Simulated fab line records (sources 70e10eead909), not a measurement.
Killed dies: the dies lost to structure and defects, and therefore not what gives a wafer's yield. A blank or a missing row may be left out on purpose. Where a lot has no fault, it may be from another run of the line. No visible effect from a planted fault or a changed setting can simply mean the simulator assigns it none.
A struck lot beside a sound one | flow nand harc | 14 out of 1159 route steps
Sound: these wafers, L996.2, L996.3, L996.4. Struck: wafer L106.1; the same lot's L106.4 was not struck, so it is left out; see the end for the cause.
At each step with rows: each side's tool, then ch and its chambers, then its first start. Under that, the readings that differ: sound wafers | struck wafers | difference of the means | sigmas: that difference in standard deviations of wafers without a fault.
alike: readings with means less than 2 such deviations apart, plus words and numbers identical on both sides. not compared: withheld readings, readings lacking a value on some wafer, bounds such as >300 that could conceal the same value, and numbers that have no deviation in the record and whose values overlap.
The two part at a step that has a row with sigmas, a row that says differs or no value, or rows on one side only. Numbers that don't overlap but have no deviation are shown without sigmas and don't part them. A reading missing from all wafers of one side parts the sides only when that side holds two or more wafers.

first, 4 steps without rows for these wafers: NHARC_P_CONTACT_EBR_08; NHARC_P_CONTACT_EXPOSE_09 (exposes mask P CA, target cd 90 nm); NHARC_P_CONTACT_PEB_10 (peb time 65 s); NHARC_P_CONTACT_DEVELOP_11 (develop time 35 s).
NHARC_P_CONTACT_CD_MEAS_12: the cd target is 90 nm.
  sound on cd sem-01 ch 0, day 6 06:04; struck on cd sem-03 ch 0, day 8 16:58
  alike: cd nm
NHARC_P_CONTACT_OVL_MEAS_13:
  sound on overlay-01, day 6 06:10; struck on overlay-02, day 8 17:03
  reading           | sound          | struck | difference | sigmas
  overlay y nm (nm) | -1.1 -1.8 -1.7 | 0.6    | +2.1       | +3
  alike: overlay x nm
NHARC_P_CONTACT_INSPECT_14:
  sound on defect inspect-01, day 6 06:11; struck on defect inspect-01, day 8 17:05
  reading          | sound | struck | difference | sigmas
  raw defect count | 6 5 6 | 1      | -5         | -2
NHARC_P_CONTACT_DESCUM_17: chemistry O2, time 3 s.
  sound on rie diel-01 ch 0,2,3, day 6 06:16; struck on rie diel-01 ch 3, day 8 17:09
  reading                | sound    | struck | difference | sigmas
  rf hours counter h (h) | 16 14 16 | 5      | -10        |
  alike: drypump motor current A, oes product au, rf vpp V, showerhead plenum p Torr, throttle valve pct
NHARC_P_CONTACT_ETCH_35: etches the open film in CF4, target depth 39 nm, time 65 s.
  sound on rie diel-01 ch 1,2,3, day 6 06:20; struck on rie diel-01 ch 2, day 8 17:14
  reading                | sound                | struck | difference | sigmas
  rf hours counter h (h) | 18 14 16             | 4      | -12        |
  throttle valve pct (%) | 13.295 13.273 13.284 | 13.258 | -0.026     | -3
  alike: drypump motor current A, oes product au, rf vpp V, showerhead plenum p Torr
NHARC_P_CONTACT_ETCH_36: etches the open film in N2/H2, target depth 260 nm, time 406.25 s.
  sound on rie diel-01 ch 0,1,3; struck on rie diel-01 ch 2
  reading                | sound    | struck | difference | sigmas
  rf hours counter h (h) | 14 16 18 | 4      | -12        |
  alike: drypump motor current A, oes product au, rf vpp V, showerhead plenum p Torr, throttle valve pct
NHARC_P_CONTACT_ETCH_18: etches the open film in C4F8/O2/Ar, target depth 481 nm, time 240.5 s.
  sound on rie diel-01 ch 1,2,3; struck on rie diel-01 ch 3
  reading                | sound    | struck | difference | sigmas
  rf hours counter h (h) | 15 17 18 | 5      | -12        |
  alike: oes product au, rf vpp V
then, 1 step without rows for these wafers: NHARC_P_CONTACT_STRIP_37 (strips in C4F8/O2/Ar).
NHARC_P_CONTACT_ETCH_31: etches the open film in CH3F/O2, target depth 30 nm, time 85.7 s.
  sound on rie diel-01 ch 0,2,3, day 6 07:16; struck on rie diel-01 ch 1, day 8 17:54
  reading                | sound             | struck | difference | sigmas
  oes product au (a.u.)  | 1.008 0.959 0.990 | 0.714  | -0.272     | -17
  rf hours counter h (h) | 17 15 17          | 4      | -12        |
  alike: drypump motor current A, rf vpp V, showerhead plenum p Torr, throttle valve pct
NHARC_P_CONTACT_CD_MEAS_19:
  sound on cd sem-01, day 6 07:24; struck on cd sem-01, day 8 18:01
  alike: cd nm

== WHERE THEY PART ==
Earliest at NHARC_P_CONTACT_OVL_MEAS_13; latest, in this record, at NHARC_P_CONTACT_ETCH_31. Later steps at which nothing parts them and some readings are alike: NHARC_P_CONTACT_CD_MEAS_19.

WHY: what the simulator had put in
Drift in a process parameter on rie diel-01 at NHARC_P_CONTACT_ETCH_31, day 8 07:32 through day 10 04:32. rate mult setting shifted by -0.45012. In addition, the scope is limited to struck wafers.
